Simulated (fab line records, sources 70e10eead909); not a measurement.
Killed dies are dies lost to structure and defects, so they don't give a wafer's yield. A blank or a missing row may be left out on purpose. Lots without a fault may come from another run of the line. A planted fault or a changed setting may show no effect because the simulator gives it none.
Which tool did it? | flow nand_harc | 11 lots, 33 wafers sampled, at 4 steps of a route of 1302

WHAT THE GAUGES READ, wafer by wafer
NHARC_A_M0_CD_MEAS_16. Usual: cd_nm 79.8 nm, standard deviation 0.68.
lot  | measured     | on        | cd_nm (nm)     | flag
L484 | day 23 08:26 | cd_sem-03 | 80.3 81.2 79.8 |
L483 | day 23 13:37 | cd_sem-01 | 78.9 80.2 79.3 |
L485 | day 24 01:41 | cd_sem-01 | 80.1 80.3 80.2 |
L492 | day 27 00:40 | cd_sem-03 | 80.7 79.4 79.5 |
L489 | day 27 05:47 | cd_sem-01 | 80.1 80.9 80.8 |
L496 | day 28 07:19 | cd_sem-02 | 79.3 78.8 79.2 |
L494 | day 28 14:16 | cd_sem-03 | 79.4 79.7 79.0 |
L497 | day 29 06:30 | cd_sem-01 | 78.5 80.2 79.6 |
L499 | day 30 01:19 | cd_sem-02 | 80.3 81.1 80.6 |
L501 | day 31 05:02 | cd_sem-02 | 79.8 79.7 79.1 |
L504 | day 31 13:16 | cd_sem-03 | 80.6 81.1 80.4 |

WHICH TOOL RAN EACH LOT (tool, then ch and the chambers of the sampled wafers, then the start)
lot  | NHARC_A_M0_SOFTBAKE_04            | NHARC_A_M0_ETCH_34                 | NHARC_A_M0_ETCH_15
L484 | litho_track-04 ch 0, day 23 07:00 | rie_diel-02 ch 2,3, day 23 08:13   | rie_diel-02 ch 0,2,3, day 23 08:26 or earlier
L483 | litho_track-01 ch 0, day 23 12:00 | rie_diel-02 ch 0,2,3, day 23 13:24 | rie_diel-02 ch 1,3, day 23 13:37 or earlier
L485 | litho_track-06 ch 0, day 24 00:00 | rie_diel-09 ch 0,2,3, day 24 01:29 | rie_diel-09 ch 0,2, day 24 01:41 or earlier
L492 | litho_track-01 ch 0, day 26 23:00 | rie_diel-02 ch 1,2, day 27 00:27   | rie_diel-02 ch 1,2,3, day 27 00:40 or earlier
L489 | litho_track-06 ch 0, day 27 04:00 | rie_diel-09 ch 1,2,3, day 27 05:34 | rie_diel-09 ch 1,2,3, day 27 05:47 or earlier
L496 | litho_track-06 ch 0, day 28 06:00 | rie_diel-02 ch 0,1,3, day 28 07:06 | rie_diel-02 ch 0,3, day 28 07:19 or earlier
L494 | litho_track-06 ch 0, day 28 13:00 | rie_diel-02 ch 0,2, day 28 14:03   | rie_diel-02 ch 0,3, day 28 14:16 or earlier
L497 | litho_track-06 ch 0, day 29 05:00 | rie_diel-02 ch 0,3, day 29 06:17   | rie_diel-02 ch 0,2,3, day 29 06:30 or earlier
L499 | litho_track-01 ch 0, day 30 00:00 | rie_diel-09 ch 1,2,3, day 30 01:07 | rie_diel-09 ch 0,1, day 30 01:19 or earlier
L501 | litho_track-04 ch 0, day 31 04:00 | rie_diel-09 ch 1,2, day 31 04:48   | rie_diel-09 ch 0,1, day 31 05:02 or earlier
L504 | litho_track-01 ch 0, day 31 12:00 | rie_diel-09 ch 0,1, day 31 13:03   | rie_diel-09 ch 0,1, day 31 13:16 or earlier
- NHARC_A_M0_SOFTBAKE_04: time 55 s.
- NHARC_A_M0_ETCH_34: etches the open film in N2/H2, target depth 40 nm, overetch 12 nm, time 43.94 s.
- NHARC_A_M0_ETCH_15: etches the open film in C4F8/Ar, target depth 150 nm, overetch 15 nm, time 82.5 s.

WHAT THE TOOLS THEMSELVES READ (means of the sampled wafers that have a number; where no wafer has one, the mark that the record gives instead)
NHARC_A_M0_SOFTBAKE_04. Usual: heater_power_total_W 188.44 W, standard deviation 0.13.
lot  | tool           | heater_power_total_W (W) | flag
L484 | litho_track-04 | 188.28                   |
L483 | litho_track-01 | 188.47                   |
L485 | litho_track-06 | 188.40                   |
L492 | litho_track-01 | 188.35                   |
L489 | litho_track-06 | 188.42                   |
L496 | litho_track-06 | 188.38                   |
L494 | litho_track-06 | 186.15                   | OFF
L497 | litho_track-06 | 186.01                   | OFF
L499 | litho_track-01 | 188.64                   |
L501 | litho_track-04 | 188.39                   |
L504 | litho_track-01 | 188.42                   |

NHARC_A_M0_ETCH_34. Usual: bias_w 149.9 W, standard deviation 0.46; drypump_motor_current_A 5.7 A, standard deviation 0.44; oes_product_au 0.999 a.u., standard deviation 0.0079; rf_vpp_V 430.9 V, standard deviation 2.7; showerhead_plenum_p_Torr 2.05 Torr, standard deviation 0.092; throttle_valve_pct 14.171 %, standard deviation 0.0094.
lot  | tool        | bias_w (W) | drypump_motor_current_A (A) | oes_product_au (a.u.) | rf_vpp_V (V) | showerhead_plenum_p_Torr (Torr) | throttle_valve_pct (%) | flag
L484 | rie_diel-02 | 149.7      | 5.4                         | 0.995                 | 430.9        | 2.06                            | 14.171                 |
L483 | rie_diel-02 | 149.9      | 5.5                         | 0.999                 | 431.2        | 2.05                            | 14.166                 |
L485 | rie_diel-09 | 149.7      | 6.0                         | 1.005                 | 429.4        | 1.99                            | 14.180                 |
L492 | rie_diel-02 | 150.2      | 5.8                         | 0.988                 | 427.9        | 1.97                            | 14.173                 |
L489 | rie_diel-09 | 150.0      | 5.8                         | 0.995                 | 428.4        | 1.94                            | 14.165                 |
L496 | rie_diel-02 | 149.9      | 5.4                         | 0.999                 | 432.2        | 2.12                            | 14.170                 |
L494 | rie_diel-02 | 149.7      | 5.6                         | 1.005                 | 430.9        | 2.05                            | 14.180                 |
L497 | rie_diel-02 | 149.9      | 5.4                         | 0.989                 | 433.8        | 2.13                            | 14.172                 |
L499 | rie_diel-09 | 150.1      | 5.8                         | 1.002                 | 427.5        | 1.94                            | 14.175                 |
L501 | rie_diel-09 | 149.7      | 5.6                         | 1.000                 | 428.7        | 1.97                            | 14.180                 |
L504 | rie_diel-09 | 149.7      | 6.2                         | 0.990                 | 430.8        | 2.06                            | 14.168                 |

NHARC_A_M0_ETCH_15. Usual: bias_w 300.0 W, standard deviation 0.9; oes_product_au 0.949 a.u., standard deviation 0.023; rf_vpp_V 441.3 V, standard deviation 2.9.
lot  | tool        | bias_w (W) | oes_product_au (a.u.) | rf_vpp_V (V) | flag
L484 | rie_diel-02 | 299.7      | 0.963                 | 441.2        |
L483 | rie_diel-02 | 299.4      | 0.922                 | 443.3        |
L485 | rie_diel-09 | 299.2      | 0.960                 | 440.0        |
L492 | rie_diel-02 | 300.1      | 0.963                 | 441.4        |
L489 | rie_diel-09 | 300.3      | 0.921                 | 437.7        |
L496 | rie_diel-02 | 300.5      | 0.937                 | 443.1        |
L494 | rie_diel-02 | 299.7      | 0.968                 | 443.9        |
L497 | rie_diel-02 | 299.8      | 0.922                 | 440.7        |
L499 | rie_diel-09 | 300.4      | 0.972                 | 439.8        |
L501 | rie_diel-09 | 300.9      | 0.954                 | 443.0        |
L504 | rie_diel-09 | 300.4      | 0.918                 | 442.4        |

THE ANSWER, worked out from the rows above alone
Rule: a lot is off if the mean of its wafers that have a number lies more than 3 standard deviations from the usual mean. A lot without any number at a reading at which 4 lots or more have one is off too. The other lots that the step has rows for count as sound. The gauges are gone through in route order, then the tools' own readings, and for those a lot's mean is taken as printed above. The first step at which some lot is off is used, and at that step the reading that is off furthest; a lot without a number counts as furthest.
Off: L494, L497, at NHARC_A_M0_SOFTBAKE_04 (heater_power_total_W).
A tool fits if, at that step or a process step before it, it ran every lot that is off, and no sound lot after the first of them. One fits: litho_track-06 at NHARC_A_M0_SOFTBAKE_04. Its last sound lot is L496 (day 28 06:00), its first lot that is off L494 (day 28 13:00): a fault that began between those two fits.
The tool's own readings at NHARC_A_M0_SOFTBAKE_04 bear it out: on the lots that are off they differ by more than 5 times the standard deviation of the sound lots' means. heater_power_total_W reads 186.08 W there against 188.42 W on the sound lots.

WHAT THE SIMULATOR HAD PUT IN
Process parameter drift: litho_track-06, from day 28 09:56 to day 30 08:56, at NHARC_A_M0_SOFTBAKE_04. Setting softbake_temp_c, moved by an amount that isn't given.
Lots struck among those shown: L494, L497. The rule above found the same.
